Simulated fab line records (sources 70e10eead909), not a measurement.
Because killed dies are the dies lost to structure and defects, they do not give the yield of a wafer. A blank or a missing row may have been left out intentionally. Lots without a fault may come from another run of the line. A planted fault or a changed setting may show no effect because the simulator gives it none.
Chamber matching ; flow nand-harc ; 4 sister chambers for NHARC_P_CONTACT_DESCUM_17 on rie-diel-03
The step chemistry O2, time 3 s. 4 wafers are shown with their chamber, then 8 later ones without.

== WAFERS, EACH WITH ITS CHAMBER ==
wafer;chamber;oes-product-au (a.u.)
L085.1;1;1.005
L085.2;2;0.991
L085.3;3;1.002
L087.1;0;0.988

== WAFERS WITHOUT THEIR CHAMBER ==
wafer;oes-product-au (a.u.)
L087.2;1.004
L087.6;0.999
L089.1;1.002
L089.3;1.000
L089.6;1.004
L097.2;0.988
L097.3;1.006
L097.6;1.019

== WHICH CHAMBER EACH WENT THROUGH ==
wafer;from the rows above;in truth
L087.2;can't be placed: 1 or 3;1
L087.6;can't be placed: 3 or 1 or 2 or 0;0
L089.1;can't be placed: 3 or 1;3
L089.3;can't be placed: 3 or 1 or 2 or 0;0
L089.6;can't be placed: 1 or 3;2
L097.2;can't be placed: 0 or 2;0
L097.3;can't be placed: 1 or 3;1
L097.6;can't be placed: 1 or 3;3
Placed correctly: 0 of 8. From these rows, 8 cannot be placed; in 7 the true chamber is one of the candidates. Wrongly placed: 0.
How it was worked out, from the rows above alone: a wafer's distance from a chamber is the root of the sum, over the readings, of the square of ((its reading less the chamber's mean) divided by the reading's scatter). If the next closest chamber is less than 2 further off than the closest, the wafer can't be placed; otherwise it belongs to the closest. For every chamber, the mean is computed from those of its wafers that are shown. The scatter: root of mean squared gap, hidden wafer to nearest shown wafer, with one shown wafer a chamber.
